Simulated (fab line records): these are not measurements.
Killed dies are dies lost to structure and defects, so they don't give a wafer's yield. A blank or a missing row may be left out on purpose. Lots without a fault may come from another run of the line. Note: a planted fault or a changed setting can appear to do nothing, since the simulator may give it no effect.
Comparing a struck lot with a sound one ; flow n5Finfet ; 39 out of 1938 route steps
Sound: wafers L879.1, L879.5, L879.6. Struck: wafers L881.1, L881.2. (L881.4 of the same lot was not struck and is left out.) The cause comes at the end.
At each step with rows: each side's tool, then ch and its chambers, then its first start. Under that, the readings that differ: sound wafers ; struck wafers ; difference of the means ; sigmas: that difference in standard deviations of wafers without a fault.
alike: readings with means less than 2 such deviations apart, plus words and numbers identical on both sides. not compared: withheld readings, readings lacking a value on some wafer, bounds such as >300 that could conceal the same value, and numbers that have no deviation in the record and whose values overlap.
Wherever a step has rows on one side only, a row that says differs or no value, or a row with sigmas, the two part there. Numbers that don't overlap but have no deviation are shown without sigmas and don't part them. Lack of a reading on every wafer of one side parts them only where that side has two or more wafers.

first, 9 steps without rows for these wafers: N5_HKMG_FIN_SOFTBAKE_07 (time 60 s); N5_HKMG_FIN_EXPOSE_09 (exposes mask NWFM); N5_HKMG_FIN_PEB_10 (peb time 60 s); N5_HKMG_FIN_DEVELOP_11 (develop time 30 s); N5_HKMG_FIN_DESCUM_17 (chemistry O2, time 7.9 s); N5_HKMG_FIN_ETCH_31 (etches SiARC in CF4, target depth 45.5 nm, time 75.8 s); N5_HKMG_FIN_ETCH_32 (etches SOC in N2/H2, target depth 240 nm, time 300 s); N5_HKMG_FIN_STRIP_33 (strips in N2/H2); N5_HKMG_FIN_STRIP_34 (strips in CF4).
N5_HKMG_FIN_ETCH_35: etches SOC in N2/H2, target depth 215.8 nm, time 243.4 s.
  sound on rieDiel-06 ch 0,2,3, day 7 04:35; struck on rieDiel-06 ch 1,2, day 7 16:43
reading;sound;struck;difference;sigmas
runLengthS (s);266.9 266.4 266.1;189.4 189.3;-77.1;-99 or more
model.etch.depthNm (nm);211.1 211.1 215.3;151.3 143.3;-65.2;
model.HKMG_FIN.featureDepthNm (nm);211.2 211.2 215.2;151.2 143.2;-65.3;
model.SOC_of_HKMG_FIN_COAT_29.thkNm (nm);88.6 88.6 84.2;148.8 157.8;+66.2;
  alike: drypumpMotorCurrentA, oesProductAu, rfVppV, showerheadPlenumPTorr, throttleValvePct
  not compared: rfHoursCounterH
N5_HKMG_FIN_STRIP_92: strips SOC in N2/H2, time 20 s.
  sound on rieDiel-06 ch 0,2,3, day 7 04:44; struck on rieDiel-06 ch 1,2, day 7 16:52
reading;sound;struck;difference;sigmas
model.SOC_of_HKMG_FIN_COAT_29.thkNm (nm);78.6 78.8 74.2;138.2 147.8;+65.8;
  alike: drypumpMotorCurrentA, oesProductAu, rfVppV, showerheadPlenumPTorr, throttleValvePct
  not compared: rfHoursCounterH
then, 26 steps without rows for these wafers: N5_HKMG_FIN_WET_ETCH_18 (etches TiN in SC1, time 55 s, target depth 5.2 nm, rinse time 30 s); N5_HKMG_FIN_STRIP_19 (strips in N2/H2, time 360 s); N5_HKMG_FIN_ALD_91 (deposits TiN, target thk 1 nm, pulse time 1 s, purge time 3 s); N5_HKMG_FIN_COAT_85 (time 60 s, resist thk 300 nm); N5_HKMG_FIN_ETCH_86 (etches SOC in N2/H2, stops on TiN, target depth 393.2 nm); N5_HKMG_FIN_STRIP_89 (strips SOC in N2/H2, time 20 s); N5_HKMG_FIN_WET_ETCH_87 (etches TiN in SC1, time 154.2 s, target depth 4.7 nm, rinse time 30 s); N5_HKMG_FIN_STRIP_88 (strips in N2/H2, time 360 s); N5_HKMG_FIN_NWFM_ALD_20 (deposits TiAlC, target thk 2 nm, pulse time 3 s, purge time 2 s); N5_HKMG_FIN_ALD_71 (deposits TiN, target thk 1 nm, pulse time 1 s, purge time 3 s); N5_HKMG_FIN_COAT_66 (time 60 s, resist thk 300 nm); N5_HKMG_FIN_ETCH_67 (etches SOC in N2/H2, stops on TiN, target depth 388.9 nm); N5_HKMG_FIN_STRIP_90 (strips SOC in N2/H2, time 20 s); N5_HKMG_FIN_WET_ETCH_73 (etches the open film in SC1, time 42.3 s, target depth 1.3 nm, rinse time 30 s); N5_HKMG_FIN_ETCHBACK_68 (etches the open film in Cl2/Ar, stops on HfO2, target depth 0.5 nm); N5_HKMG_FIN_STRIP_69 (strips in N2/H2, time 360 s); N5_HKMG_FIN_ALD_21 (deposits TiN, target thk 1.5 nm, pulse time 1 s, purge time 3 s); N5_HKMG_FIN_ALD_72 (deposits W, target thk 2 nm, pulse time 1 s, purge time 2 s); N5_HKMG_FIN_W_FILL_22 (material W, target thk 60 nm, time 18.2 s); N5_HKMG_FIN_PRECLEAN_83 (cleans in DIW, time 57.5 s); N5_HKMG_FIN_SRD_84 (dry time 32 s); N5_HKMG_FIN_CMP_23 (polishes, stops on SiNx, t overpolish 10 s, target thk 46.326 nm); N5_HKMG_FIN_CMP_94 (polishes, stops on SiNx, t overpolish 4.7 s, target thk 43.299 nm); N5_GATE_CUT_ETCHBACK_00 (etches W in SF6/Cl2); N5_GATE_CUT_ETCH_56 (etches TiN in Cl2/Ar, target depth 21.6 nm); N5_GATE_CUT_ETCHBACK_30 (etches TiN in Cl2/Ar, target depth 3 nm).
-- record jumps: 6 days separate the struck wafers' starts on either side; left off in module GATE_CUT, taken up again in module BEOL_M4, whose first shown step is the route's number 1111 --
N5_BEOL_M4_RC_MEAS_101:
  sound on prober-01 ch 0, day 12 15:23; struck on prober-02 ch 0, day 13 12:16
reading;sound;struck;difference;sigmas
IOFF_N_LIN (nA/um);0.072 0.067 0.065;0.033 0.045;-0.029;-2
IOFF_N_LONG (nA/um);5.09e-05 5.14e-05 5.22e-05;3.5e-05 3.54e-05;-1.6e-05;-7
ION_N (uA/um);674 673 665;457 464;-210;-18
VT_N (mV);250 253 254;270 266;+16;+5
VT_N_LONG (mV);275.4 275.9 275.5;294.4 295.4;+19.3;+10
VT_N_LVT (mV);102 103 103;120 116;+15;+5
  alike: DIBL_N, DIBL_P, IOFF_N, IOFF_P, ION_P, SS_N, SS_P, VT_P
-- a jump in the record: the struck wafers' starts before and after are 5 days apart (it breaks off in module BEOL_M4 and resumes in module PASSIVATION, where the first step shown is number 1936 of the route) --
N5_PASSIVATION_PROBE_49:
  sound on prober-02, day 16 21:32; struck on prober-02, day 18 00:22
reading;sound;struck;difference;sigmas
killed_at_M4_up;31 19;11 15;-12;-2
sort_bin_8_speed (%);0 0;91.53 90.85;+91.19;+99 or more
sortNPass;1066 1084;0 0;-1075;-72
sortYieldPct (%);90.3 91.9;0 0;-91;-76
  alike: defectLimitedYield, killed_at_M0_to_M3, killedAtContacts, killedAtFrontEnd, killedAtOther, killedDies, killedOpen, killedShort, sort_bin_5_function, sort_bin_6_memory

== WHERE THEY PART ==
Last at N5_PASSIVATION_PROBE_49 as far as this record goes, first at N5_HKMG_FIN_ETCH_35.

WHY: what had been put in by the simulator
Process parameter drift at N5_HKMG_FIN_ETCH_35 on rieDiel-06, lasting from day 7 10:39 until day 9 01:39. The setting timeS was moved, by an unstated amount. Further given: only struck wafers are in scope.
